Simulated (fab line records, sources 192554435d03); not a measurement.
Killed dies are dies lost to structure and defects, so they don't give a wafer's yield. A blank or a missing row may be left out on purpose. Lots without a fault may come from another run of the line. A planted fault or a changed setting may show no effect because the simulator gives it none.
Which tool did it? | flow n5_finfet | 21 lots, 63 wafers sampled, at 6 steps of a route of 1938

WHAT THE GAUGES READ, wafer by wafer
The record holds no reading of a measuring or inspecting step that can be judged against a usual standard deviation.

WHICH TOOL RAN EACH LOT (tool, then ch and the chambers of the sampled wafers, then the start)
lot  | N5_SDB_ETCH_25                    | N5_HKMG_FIN_ALD_74              | N5_HKMG_FIN_ETCH_55               | N5_HKMG_FIN_STRIP_57              | N5_HKMG_FIN_STRIP_93              | N5_HKMG_FIN_ALD_79
L075 | rie_diel-02 ch 0,3, day 4 03:28   | ald_hk-01 ch 0,3, day 4 08:10   | rie_diel-06 ch 0,1, day 4 09:02   | rie_diel-06 ch 0,1, day 4 09:14   | rie_diel-06 ch 0,1, day 4 09:41   | ald_metal-03 ch 2,3, day 4 10:19
L076 | rie_diel-06 ch 0,1,2, day 4 12:39 | ald_hk-01 ch 2,3, day 4 16:58   | rie_diel-02 ch 1,2, day 4 17:37   | rie_diel-02 ch 1,2, day 4 17:48   | rie_diel-02 ch 1,2, day 4 18:15   | ald_metal-01 ch 1,3, day 4 18:53
L077 | rie_diel-02 ch 0,1,3, day 4 13:05 | ald_hk-02 ch 0,1,2, day 4 17:45 | rie_diel-02 ch 0,1,3, day 4 18:31 | rie_diel-02 ch 0,1,3, day 4 18:42 | rie_diel-02 ch 0,1,3, day 4 19:08 | ald_metal-03 ch 0,1,2, day 4 19:47
L078 | rie_diel-06 ch 1,2,3, day 4 20:29 | ald_hk-01 ch 0,1, day 5 00:55   | rie_diel-06 ch 1,2, day 5 01:59   | rie_diel-06 ch 1,2, day 5 02:10   | rie_diel-06 ch 1,2, day 5 02:37   | ald_metal-01 ch 0,1,2, day 5 03:28
L079 | rie_diel-06 ch 1,2,3, day 5 00:49 | ald_hk-02 ch 1,3, day 5 05:07   | rie_diel-01 ch 1,2, day 5 05:56   | rie_diel-01 ch 1,2, day 5 06:08   | rie_diel-01 ch 1,2, day 5 06:35   | ald_metal-03 ch 1,2,3, day 5 07:13
L080 | rie_diel-01 ch 0,1,2, day 5 05:13 | ald_hk-01 ch 0,3, day 5 09:54   | rie_diel-02 ch 0,1,2, day 5 10:43 | rie_diel-02 ch 0,1,2, day 5 10:49 | rie_diel-02 ch 0,1,2, day 5 11:17 | ald_metal-03 ch 0,1, day 5 11:54
L081 | rie_diel-06 ch 1,2, day 5 15:19   | ald_hk-01 ch 0,2,3, day 5 19:52 | rie_diel-06 ch 0,2, day 5 20:35   | rie_diel-06 ch 0,2, day 5 20:47   | rie_diel-06 ch 0,2, day 5 21:13   | ald_metal-03 ch 1,2,3, day 5 21:55
L082 | rie_diel-06 ch 0,2,3, day 5 18:05 | ald_hk-02 ch 0,2, day 5 22:23   | rie_diel-02 ch 0,1,2, day 5 23:04 | rie_diel-02 ch 0,1,2, day 5 23:15 | rie_diel-02 ch 0,1,2, day 5 23:42 | ald_metal-03 ch 1,2, day 6 00:32
L083 | rie_diel-01 ch 1,3, day 6 00:21   | ald_hk-01 ch 0,2, day 6 04:49   | rie_diel-06 ch 0,2,3, day 6 05:41 | rie_diel-06 ch 0,2,3, day 6 05:52 | rie_diel-06 ch 0,2,3, day 6 06:19 | ald_metal-03 ch 2,3, day 6 06:59
L084 | rie_diel-01 ch 2,3, day 6 08:29   | ald_hk-01 ch 0,2, day 6 12:52   | rie_diel-02 ch 1,2, day 6 13:28   | rie_diel-02 ch 1,2, day 6 13:39   | rie_diel-02 ch 1,2, day 6 14:05   | ald_metal-02 ch 0,1,2, day 6 14:44
L085 | rie_diel-06 ch 0,2,3, day 6 15:10 | ald_hk-03 ch 0,1,3, day 6 19:40 | rie_diel-06 ch 0,3, day 6 20:16   | rie_diel-06 ch 0,3, day 6 20:27   | rie_diel-06 ch 0,3, day 6 20:54   | ald_metal-03 ch 0,3, day 6 21:32
L087 | rie_diel-02 ch 0,2,3, day 7 01:01 | ald_hk-01 ch 2,3, day 7 05:38   | rie_diel-01 ch 1,3, day 7 06:27   | rie_diel-01 ch 1,3, day 7 06:38   | rie_diel-01 ch 1,3, day 7 07:05   | ald_metal-03 ch 0,1,3, day 7 07:43
L088 | rie_diel-06 ch 1,2,3, day 7 11:13 | ald_hk-02 ch 1,2, day 7 15:34   | rie_diel-02 ch 0,1, day 7 16:10   | rie_diel-02 ch 0,1, day 7 16:21   | rie_diel-02 ch 0,1, day 7 16:47   | ald_metal-03 ch 0,3, day 7 17:26
L089 | rie_diel-01 ch 0,2,3, day 7 12:14 | ald_hk-03 ch 1,2,3, day 7 16:44 | rie_diel-02 ch 0,1, day 7 17:51   | rie_diel-02 ch 0,1, day 7 18:02   | rie_diel-02 ch 0,1, day 7 18:29   | ald_metal-01 ch 0,2, day 7 19:07
L090 | rie_diel-01 ch 0,2, day 7 18:30   | ald_hk-01 ch 1,3, day 7 22:54   | rie_diel-01 ch 1,2, day 7 23:31   | rie_diel-01 ch 1,2, day 7 23:42   | rie_diel-01 ch 1,2, day 8 00:08   | ald_metal-01 ch 0,1,3, day 8 00:47
L091 | rie_diel-01 ch 2,3, day 8 00:54   | ald_hk-01 ch 1,2,3, day 8 05:18 | rie_diel-06 ch 0,1, day 8 06:01   | rie_diel-06 ch 0,1, day 8 06:13   | rie_diel-06 ch 0,1, day 8 06:40   | ald_metal-01 ch 0,2,3, day 8 07:18
L092 | rie_diel-01 ch 1,2,3, day 8 04:20 | ald_hk-01 ch 0,2, day 8 08:43   | rie_diel-01 ch 0,3, day 8 09:20   | rie_diel-01 ch 0,3, day 8 09:32   | rie_diel-01 ch 0,3, day 8 09:58   | ald_metal-01 ch 1,3, day 8 10:37
L093 | rie_diel-01 ch 2,3, day 8 13:22   | ald_hk-01 ch 0,1,3, day 8 19:19 | rie_diel-02 ch 0,1, day 8 20:02   | rie_diel-02 ch 0,1, day 8 20:14   | rie_diel-02 ch 0,1, day 8 20:41   | ald_metal-02 ch 0,3, day 8 21:19
L094 | rie_diel-06 ch 0,2,3, day 8 16:49 | ald_hk-02 ch 0,1,2, day 8 21:53 | rie_diel-06 ch 0,1,2, day 8 22:49 | rie_diel-06 ch 0,1,2, day 8 23:00 | rie_diel-06 ch 0,1,2, day 8 23:26 | ald_metal-01 ch 0,1,2, day 9 00:05
L096 | rie_diel-06 ch 1,3, day 9 07:50   | ald_hk-01 ch 0,1, day 9 13:16   | rie_diel-01 ch 1,3, day 9 14:00   | rie_diel-01 ch 1,3, day 9 14:11   | rie_diel-01 ch 1,3, day 9 14:38   | ald_metal-02 ch 2,3, day 9 15:17
L097 | rie_diel-06 ch 0,2, day 9 17:07   | ald_hk-02 ch 0,1,3, day 9 21:38 | rie_diel-02 ch 2,3, day 9 22:22   | rie_diel-02 ch 2,3, day 9 22:33   | rie_diel-02 ch 2,3, day 9 23:00   | ald_metal-03 ch 1,2,3, day 9 23:38
- N5_SDB_ETCH_25: etches SiO2 in C4F6/O2, target depth 10 nm, time 3.3 s.
- N5_HKMG_FIN_ALD_74: deposits La2O3, target thk 0.5 nm, pulse time 6 s, co reactant pulse time 1 s.
- N5_HKMG_FIN_ETCH_55: etches SOC in N2/H2, target depth 240 nm, time 300 s.
- N5_HKMG_FIN_STRIP_57: strips in CF4.
- N5_HKMG_FIN_STRIP_93: strips SOC in N2/H2, time 20 s.
- N5_HKMG_FIN_ALD_79: deposits TiN, target thk 1.5 nm, pulse time 1 s, purge time 3 s.

WHAT THE TOOLS THEMSELVES READ (means of the sampled wafers that have a number; where no wafer has one, the mark that the record gives instead)
N5_SDB_ETCH_25.
lot  | tool        | drypump_motor_current_A (A) | oes_product_au (a.u.) | rf_vpp_V (V) | showerhead_plenum_p_Torr (Torr) | throttle_valve_pct (%)
L075 | rie_diel-02 | 5.8                         | 0.85                  | 668          | 2.91                            | 20.94
L076 | rie_diel-06 | 6.1                         | 0.78                  | 676          | 2.84                            | 21.37
L077 | rie_diel-02 | 5.7                         | 0.78                  | 666          | 2.93                            | 21.16
L078 | rie_diel-06 | 5.9                         | 0.79                  | 678          | 2.85                            | 21.34
L079 | rie_diel-06 | 5.9                         | 0.78                  | 677          | 2.85                            | 21.34
L080 | rie_diel-01 | 6.0                         | 0.78                  | 676          | 2.92                            | 21.15
L081 | rie_diel-06 | 6.2                         | 0.76                  | 677          | 2.86                            | 21.40
L082 | rie_diel-06 | 5.8                         | 0.88                  | 677          | 2.81                            | 21.25
L083 | rie_diel-01 | 5.8                         | 0.79                  | 678          | 2.88                            | 21.29
L084 | rie_diel-01 | 5.7                         | 0.78                  | 675          | 2.97                            | 21.30
L085 | rie_diel-06 | 5.8                         | 0.85                  | 676          | 2.80                            | 21.26
L087 | rie_diel-02 | 5.9                         | 0.90                  | 678          | 2.90                            | 20.79
L088 | rie_diel-06 | 5.9                         | 0.84                  | 677          | 2.84                            | 21.26
L089 | rie_diel-01 | 5.7                         | 0.83                  | 671          | 2.98                            | 21.18
L090 | rie_diel-01 | 6.0                         | 0.82                  | 669          | 2.97                            | 21.06
L091 | rie_diel-01 | 5.5                         | 0.83                  | 671          | 2.99                            | 21.32
L092 | rie_diel-01 | 5.8                         | 0.77                  | 677          | 2.91                            | 21.32
L093 | rie_diel-01 | 5.7                         | 0.77                  | 676          | 2.96                            | 21.32
L094 | rie_diel-06 | 5.8                         | 0.82                  | 677          | 2.79                            | 21.30
L096 | rie_diel-06 | 5.8                         | 0.75                  | 680          | 2.84                            | 21.42
L097 | rie_diel-06 | 6.0                         | 0.87                  | 674          | 2.78                            | 21.25

N5_HKMG_FIN_ALD_74.
lot  | tool      | heater_power_w (W) | precursor_pulse_height_rel
L075 | ald_hk-01 | 346                | 0.994
L076 | ald_hk-01 | 341                | 1.016
L077 | ald_hk-02 | 377                | 1.012
L078 | ald_hk-01 | 345                | 1.014
L079 | ald_hk-02 | 368                | 1.008
L080 | ald_hk-01 | 345                | 0.998
L081 | ald_hk-01 | 345                | 0.986
L082 | ald_hk-02 | 415                | 1.004
L083 | ald_hk-01 | 351                | 1.012
L084 | ald_hk-01 | 346                | 1.003
L085 | ald_hk-03 | 360                | 0.997
L087 | ald_hk-01 | 339                | 0.995
L088 | ald_hk-02 | 341                | 0.995
L089 | ald_hk-03 | 361                | 1.001
L090 | ald_hk-01 | 332                | 1.002
L091 | ald_hk-01 | 338                | 0.993
L092 | ald_hk-01 | 352                | 0.987
L093 | ald_hk-01 | 339                | 0.980
L094 | ald_hk-02 | 377                | 1.008
L096 | ald_hk-01 | 338                | 1.004
L097 | ald_hk-02 | 401                | 1.004

N5_HKMG_FIN_ETCH_55.
lot  | tool        | drypump_motor_current_A (A) | oes_product_au (a.u.) | rf_vpp_V (V) | showerhead_plenum_p_Torr (Torr) | throttle_valve_pct (%)
L075 | rie_diel-06 | 6.4                         | 0.67                  | 525.4        | 2.57                            | 18.30
L076 | rie_diel-02 | 5.7                         | 0.82                  | 526.7        | 2.61                            | 17.70
L077 | rie_diel-02 | 5.7                         | 0.79                  | 526.7        | 2.61                            | 17.77
L078 | rie_diel-06 | 6.2                         | 0.77                  | 524.6        | 2.57                            | 18.10
L079 | rie_diel-01 | 6.0                         | 0.72                  | 524.3        | 2.58                            | 17.92
L080 | rie_diel-02 | 5.9                         | 0.86                  | 525.2        | 2.60                            | 17.60
L081 | rie_diel-06 | 6.0                         | 0.97                  | 522.1        | 2.50                            | 17.93
L082 | rie_diel-02 | 5.9                         | 0.84                  | 525.4        | 2.60                            | 17.61
L083 | rie_diel-06 | 5.8                         | 0.87                  | 522.3        | 2.50                            | 17.98
L084 | rie_diel-02 | 6.0                         | 0.85                  | 526.3        | 2.60                            | 17.55
L085 | rie_diel-06 | 5.7                         | 0.78                  | 523.7        | 2.51                            | 18.10
L087 | rie_diel-01 | 5.8                         | 0.78                  | 524.8        | 2.56                            | 18.02
L088 | rie_diel-02 | 5.7                         | 0.76                  | 525.8        | 2.59                            | 17.84
L089 | rie_diel-02 | 5.8                         | 0.80                  | 524.8        | 2.59                            | 17.73
L090 | rie_diel-01 | 5.9                         | 0.70                  | 524.7        | 2.57                            | 17.96
L091 | rie_diel-06 | 6.3                         | 0.92                  | 523.0        | 2.52                            | 18.00
L092 | rie_diel-01 | 5.5                         | 0.89                  | 528.4        | 2.69                            | 17.81
L093 | rie_diel-02 | 5.8                         | 0.81                  | 525.0        | 2.59                            | 17.74
L094 | rie_diel-06 | 6.1                         | 0.89                  | 523.7        | 2.52                            | 17.92
L096 | rie_diel-01 | 5.5                         | 0.90                  | 526.1        | 2.62                            | 17.80
L097 | rie_diel-02 | 5.8                         | 0.86                  | 525.6        | 2.59                            | 17.48

N5_HKMG_FIN_STRIP_57.
lot  | tool        | drypump_motor_current_A (A) | oes_product_au (a.u.) | power_w (W) | rf_vpp_V (V) | showerhead_plenum_p_Torr (Torr) | throttle_valve_pct (%)
L075 | rie_diel-06 | 6.4                         | 0.67                  | 300.3       | 270.9        | 1.82                            | 14.1
L076 | rie_diel-02 | 5.7                         | 0.81                  | 299.7       | 271.8        | 1.85                            | 13.7
L077 | rie_diel-02 | 5.7                         | 0.78                  | 300.7       | 272.1        | 1.84                            | 13.6
L078 | rie_diel-06 | 6.3                         | 0.76                  | 299.3       | 271.9        | 1.81                            | 13.8
L079 | rie_diel-01 | 6.0                         | 0.72                  | 299.4       | 271.7        | 1.81                            | 13.7
L080 | rie_diel-02 | 5.9                         | 0.85                  | 299.6       | 272.7        | 1.83                            | 13.4
L081 | rie_diel-06 | 6.0                         | 0.94                  | 300.4       | 270.3        | 1.77                            | 13.4
L082 | rie_diel-02 | 5.9                         | 0.84                  | 300.5       | 271.9        | 1.83                            | 13.4
L083 | rie_diel-06 | 5.8                         | 0.84                  | 299.1       | 270.7        | 1.77                            | 13.6
L084 | rie_diel-02 | 5.9                         | 0.84                  | 300.0       | 272.0        | 1.83                            | 13.4
L085 | rie_diel-06 | 5.7                         | 0.77                  | 300.8       | 271.0        | 1.78                            | 13.8
L087 | rie_diel-01 | 5.8                         | 0.76                  | 299.6       | 271.2        | 1.81                            | 13.7
L088 | rie_diel-02 | 5.7                         | 0.76                  | 300.3       | 272.0        | 1.84                            | 13.8
L089 | rie_diel-02 | 5.8                         | 0.81                  | 300.3       | 271.7        | 1.83                            | 13.5
L090 | rie_diel-01 | 6.0                         | 0.70                  | 300.1       | 272.1        | 1.80                            | 13.7
L091 | rie_diel-06 | 6.3                         | 0.89                  | 300.7       | 270.8        | 1.78                            | 13.6
L092 | rie_diel-01 | 5.5                         | 0.86                  | 299.3       | 273.0        | 1.91                            | 13.6
L093 | rie_diel-02 | 5.8                         | 0.79                  | 299.7       | 272.2        | 1.82                            | 13.6
L094 | rie_diel-06 | 6.2                         | 0.88                  | 300.5       | 271.2        | 1.78                            | 13.5
L096 | rie_diel-01 | 5.6                         | 0.88                  | 300.2       | 273.3        | 1.86                            | 13.5
L097 | rie_diel-02 | 5.7                         | 0.85                  | 300.4       | 272.3        | 1.82                            | 13.1

N5_HKMG_FIN_STRIP_93.
lot  | tool        | drypump_motor_current_A (A) | oes_product_au (a.u.) | power_w (W) | rf_vpp_V (V) | showerhead_plenum_p_Torr (Torr) | throttle_valve_pct (%)
L075 | rie_diel-06 | 6.5                         | 0.66                  | 500.9       | 53.7         | 3.39                            | 19.5
L076 | rie_diel-02 | 5.7                         | 0.80                  | 500.4       | 54.5         | 3.44                            | 18.6
L077 | rie_diel-02 | 5.7                         | 0.78                  | 499.4       | 54.4         | 3.44                            | 19.0
L078 | rie_diel-06 | 6.3                         | 0.76                  | 501.1       | 55.0         | 3.40                            | 19.3
L079 | rie_diel-01 | 6.0                         | 0.71                  | 500.7       | 54.5         | 3.41                            | 19.0
L080 | rie_diel-02 | 5.9                         | 0.85                  | 500.5       | 54.3         | 3.43                            | 18.6
L081 | rie_diel-06 | 6.0                         | 0.95                  | 501.5       | 54.8         | 3.30                            | 19.6
L082 | rie_diel-02 | 5.9                         | 0.84                  | 499.2       | 53.9         | 3.43                            | 18.6
L083 | rie_diel-06 | 5.8                         | 0.85                  | 500.0       | 55.2         | 3.31                            | 19.5
L084 | rie_diel-02 | 6.0                         | 0.85                  | 498.8       | 54.0         | 3.42                            | 18.4
L085 | rie_diel-06 | 5.7                         | 0.77                  | 498.4       | 54.4         | 3.31                            | 19.5
L087 | rie_diel-01 | 5.8                         | 0.76                  | 499.5       | 53.8         | 3.39                            | 19.4
L088 | rie_diel-02 | 5.7                         | 0.77                  | 499.7       | 54.4         | 3.43                            | 18.8
L089 | rie_diel-02 | 5.8                         | 0.81                  | 497.8       | 54.8         | 3.42                            | 18.9
L090 | rie_diel-01 | 6.0                         | 0.69                  | 500.0       | 54.6         | 3.40                            | 19.1
L091 | rie_diel-06 | 6.3                         | 0.90                  | 499.5       | 53.8         | 3.34                            | 19.5
L092 | rie_diel-01 | 5.6                         | 0.88                  | 500.7       | 54.6         | 3.55                            | 19.1
L093 | rie_diel-02 | 5.8                         | 0.80                  | 500.2       | 54.2         | 3.41                            | 18.9
L094 | rie_diel-06 | 6.1                         | 0.88                  | 500.6       | 54.8         | 3.33                            | 19.4
L096 | rie_diel-01 | 5.6                         | 0.90                  | 499.6       | 54.1         | 3.45                            | 19.1
L097 | rie_diel-02 | 5.7                         | 0.86                  | 499.7       | 55.2         | 3.42                            | 18.8

N5_HKMG_FIN_ALD_79.
lot  | tool         | chamber_pressure_Torr (Torr) | heater_power_w (W) | precursor_pulse_height_rel
L075 | ald_metal-03 | 3.001                        | 881                | 0.969
L076 | ald_metal-01 | 3.005                        | 869                | 1.022
L077 | ald_metal-03 | 3.006                        | 890                | 1.005
L078 | ald_metal-01 | 2.995                        | 863                | 0.997
L079 | ald_metal-03 | 3.001                        | 855                | 0.996
L080 | ald_metal-03 | 2.997                        | 892                | 0.972
L081 | ald_metal-03 | 2.998                        | 849                | 1.015
L082 | ald_metal-03 | 2.997                        | 889                | 0.999
L083 | ald_metal-03 | 3.002                        | 826                | 1.021
L084 | ald_metal-02 | 3.005                        | 935                | 0.996
L085 | ald_metal-03 | 3.001                        | 828                | 0.996
L087 | ald_metal-03 | 2.999                        | 858                | 0.993
L088 | ald_metal-03 | 2.997                        | 843                | 1.008
L089 | ald_metal-01 | 3.005                        | 952                | 1.007
L090 | ald_metal-01 | 2.997                        | 936                | 1.009
L091 | ald_metal-01 | 3.003                        | 914                | 1.011
L092 | ald_metal-01 | 3.005                        | 851                | 1.014
L093 | ald_metal-02 | 3.003                        | 882                | 1.001
L094 | ald_metal-01 | 2.999                        | 862                | 1.003
L096 | ald_metal-02 | 3.001                        | 823                | 1.002
L097 | ald_metal-03 | 3.002                        | 848                | 0.998

THE ANSWER, worked out from the rows above alone
Rule: what is usual is taken from the lots themselves. Put in order of their means at a reading, lots are off if they are a third of the lots or fewer, leave a main group of 4 or more, and stand apart from it by a gap of 3 or more times the standard deviation of the main group's means; of several such gaps the widest counts. A main group whose means are all the same, to the digits that the tables above print for the reading, isn't used. A lot without any number at a reading at which 4 lots or more have one is off too. The other lots that the step has rows for count as sound. The gauges are gone through in route order, then the tools' own readings, and for those a lot's mean is taken as printed above. The first step at which some lot is off is used, and at that step the reading that is off furthest; a lot without a number counts as furthest.
No lot is off at any reading shown: from this, nothing can be told.

WHAT THE SIMULATOR HAD PUT IN
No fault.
